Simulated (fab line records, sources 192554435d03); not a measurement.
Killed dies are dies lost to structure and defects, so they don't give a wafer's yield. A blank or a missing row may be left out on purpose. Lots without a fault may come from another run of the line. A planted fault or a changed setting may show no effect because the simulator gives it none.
Problem report in the 8D (eight disciplines) form, filled by code | flow n5_finfet | the parts of the form that need people (team, actions taken, sign-off) are left out

1. THE PROBLEM
temp_c at N5_DUMMY_REMOVAL_PRECLEAN_08 reads a mean of 29.45 C on 2 wafers of 1 lot; wafers without a fault read 30.03 C with a standard deviation of 0.12. That is -4.9 standard deviations from the usual mean.
The step: cleans in NF3:NH3, afs cycles 2, time 20 s, sublimation time 60 s.
First seen on wafer L785.1, day 7 02:43, on remote_plasma-01. The record holds 26 wafers of 9 lots with a number at this step. Rule for "out", or "out of limits": more than 4 standard deviations from the usual mean. The other wafers with a number count as sound.

2. WHAT IT IS AND WHAT IT IS NOT
question                    | is                     | is not
which readings at this step | temp_c                 | -
which lots                  | L785                   | L773, L774, L775, L776, L787, L790, L791, L796
which wafers of those lots  | all that have a number | -
read on which tools         | remote_plasma-01       | remote_plasma-02
when                        | from day 7 02:43       | up to then (12 sound wafers); but 12 sound wafers of L787, L790, L791, L796 came after

3. SUSPECTS, AND WHAT RULES EACH OUT
Counting: a tool at a process step up to the reading stays a suspect if it ran every lot that is out and no sound lot after the first of them.
- ald_sin-04 at N5_ILD0_ALD_15 (deposits SiNx, target thk 24 nm, pulse time 1 s, ald cycles 480): ruled out as a lasting fault. Sound lots L787, L791, L796 ran on it after its first lot that is out, L785 (day 6 19:05).
- remote_plasma-01 at N5_DUMMY_REMOVAL_PRECLEAN_08 (cleans in NF3:NH3, afs cycles 2, time 20 s, sublimation time 60 s): kept. It ran the lot that is out, L785 (day 7 02:43), and no sound lot after that; its last sound lot up to then is L776 (day 4 16:44). Its own readings are out on those wafers: temp_c.
Left after counting: remote_plasma-01 at N5_DUMMY_REMOVAL_PRECLEAN_08.

4. THE CAUSE (what the simulator had put in)
Process parameter drift: remote_plasma-01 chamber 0, from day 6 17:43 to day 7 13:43, at N5_DUMMY_REMOVAL_PRECLEAN_08. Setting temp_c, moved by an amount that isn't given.
Counting left only this tool.

5. THE CHAIN OF EFFECTS, in route order
Each row: a reading whose mean over the struck wafers that have a number lies more than 3 standard deviations from the usual. Only readings for which the record gives a usual standard deviation are gone through. hours: the time from each lot's start at the first step in this table that gives one to its start at this step, as a median over the lots. sigmas: the change in usual standard deviations.
hours | step                         | reading | usual   | on struck wafers | change | sigmas
0     | N5_DUMMY_REMOVAL_PRECLEAN_08 | temp_c  | 30.03 C | 29.45            | -0.59  | -4.9
The process steps in it:
- N5_DUMMY_REMOVAL_PRECLEAN_08: cleans in NF3:NH3, afs cycles 2, time 20 s, sublimation time 60 s.
Later measuring or inspecting steps at which every struck wafer that the step has a row for has a number for every such reading, and none has moved that far: N5_HKMG_FIN_CD_MEAS_49, N5_BEOL_M4_RC_MEAS_101.

6. WHAT WOULD HAVE CAUGHT IT SOONER
In this record the first reading out of limits was taken at day 7 02:43, 9 hours after the fault began at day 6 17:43.
